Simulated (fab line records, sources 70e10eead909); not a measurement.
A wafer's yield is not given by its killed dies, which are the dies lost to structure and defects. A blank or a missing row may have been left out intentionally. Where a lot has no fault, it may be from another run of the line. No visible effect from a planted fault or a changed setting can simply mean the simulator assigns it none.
Comparing a struck lot with a sound one / flow nand harc / 18 out of 1302 route steps
Sound: these wafers, L308.1, L308.3, L308.4. Wafers L318.2, L318.4, L318.5 were the ones struck. The cause comes at the end.
Per side, at each step with rows, come the tool, then ch with its chambers, and then its first start. Under that, the readings that differ: sound wafers / struck wafers / difference of the means / sigmas: that difference in standard deviations of wafers without a fault.
alike: a reading whose means differ by less than 2 such deviations, as well as words and numbers matching on both sides. not compared: withheld readings; readings where some wafer has no value; bounds like >300 that might hide an equal value; numbers whose values overlap and for which the record gives no deviation.
A row with sigmas, a row that says differs or no value, or rows on one side alone: a step with any of these is where the two part. Numbers that don't overlap but have no deviation are shown without sigmas and don't part them. A reading that every wafer of one side lacks parts them only if that side has two wafers or more.

first, 1 step without rows for these wafers: NHARC_A_BONDPAD_HARDBAKE_10 (time 65 s).
NHARC_A_BONDPAD_DESCUM_11: chemistry O2, time 3 s.
  sound on rie diel-10 ch 0,1,3, day 23 09:20; struck on rie diel-10 ch 1,3, day 27 10:30
  alike: drypump motor current A, oes product au, rf vpp V, showerhead plenum p Torr, throttle valve pct
  not compared: rf hours counter h
then, 2 steps without rows for these wafers: NHARC_A_BONDPAD_ETCH_34 (etches the open film in N2/H2, target depth 60 nm, overetch 18 nm, time 65.91 s); NHARC_A_BONDPAD_ETCH_12 (etches the open film in CHF3/O2, target depth 220 nm, time 110 s).
NHARC_A_BONDPAD_CD_MEAS_13:
  sound: cd sem-02 at day 23 09:38; struck: cd sem-01 at day 27 10:49
  alike: cd nm
then, 3 steps without rows for these wafers: NHARC_A_BONDPAD_STRIP_15 (strips in O2); NHARC_A_BONDPAD_ETCH_24 (etches the open film in CF4/N2, target depth 30 nm, time 72.99 s); NHARC_A_BONDPAD_STRIP_16 (strips in post etch residue remover, time 600 s).
NHARC_A_BONDPAD_DEGAS_25: time 60 s.
  sound: pvd sputter-03 at day 23 10:16; struck: pvd sputter-02 at day 27 11:26
  alike: heater power w
then, 1 step without rows for these wafers: NHARC_A_BONDPAD_PRE_CLEAN_26 (time 30 s).
NHARC_A_BONDPAD_PVD_17: deposits TaN, target thk 5 nm, time 8.06 s.
  sound on pvd sputter-03; struck on pvd sputter-02
  alike: throttle valve pct
then, 1 step without rows for these wafers: NHARC_A_BONDPAD_PVD_27 (deposits Cu, target thk 30 nm, time 20.49 s).
NHARC_A_BONDPAD_ECD_18: material Cu, target thk 400 nm.
  sound on ecd cu-02 ch 0,1, day 23 10:37; struck on ecd cu-01 ch 0,1, day 27 11:47
  no value came back on the struck wafers for bath heat duty pct (%), bath temp c (C); on the sound wafers bath heat duty pct (%) reads 6.2 6.6 6.4
NHARC_A_BONDPAD_ANNEAL_28: time 90 s.
  sound on rtp anneal-01 ch 0, day 23 11:00; struck on rtp anneal-01 ch 0, day 27 12:13
  alike: wafer_temp_C_max
NHARC_A_BONDPAD_CMP_19: polishes, t overpolish 30 s, cu recess touch 16 s, target thk 169.82 nm.
  sound on cmp-03 ch 1,2,3, day 23 11:20; struck on cmp-02 ch 0,1,3, day 27 12:34
  alike: motor current A, overpolish run s
  not compared: pad life wafers
NHARC_A_BONDPAD_THK_MEAS_20: measures by xrf.
  sound: film metro-02 at day 23 11:40; struck: film metro-01 at day 27 12:50
reading=thk nm (nm); sound=167.6 165.9 168.6; struck=32.0 30.4 29.4; difference=-136.8; sigmas=-85
then, 1 step without rows for these wafers: NHARC_A_BONDPAD_SRD_21 (time 30 s, dry time 20 s).
NHARC_END_SORT_01:
  sound on prober-01 ch 0, day 24 15:40; struck on prober-01 ch 0, day 28 17:38
reading=defect limited yield (%); sound=91.3 92.5 92.9; struck=0 0 0; difference=-92; sigmas=-32
reading=killed at array; sound=58 47 45; struck=675 667 673; difference=+622; sigmas=+31
reading=killed dies; sound=59 51 48; struck=677 677 677; difference=+624; sigmas=+31
  alike: killed at other, killed at periphery, killed open, killed short

## WHERE THEY PART
First at NHARC_A_BONDPAD_ECD_18; last, within this record, at NHARC_END_SORT_01.

WHY: the cause the simulator had injected
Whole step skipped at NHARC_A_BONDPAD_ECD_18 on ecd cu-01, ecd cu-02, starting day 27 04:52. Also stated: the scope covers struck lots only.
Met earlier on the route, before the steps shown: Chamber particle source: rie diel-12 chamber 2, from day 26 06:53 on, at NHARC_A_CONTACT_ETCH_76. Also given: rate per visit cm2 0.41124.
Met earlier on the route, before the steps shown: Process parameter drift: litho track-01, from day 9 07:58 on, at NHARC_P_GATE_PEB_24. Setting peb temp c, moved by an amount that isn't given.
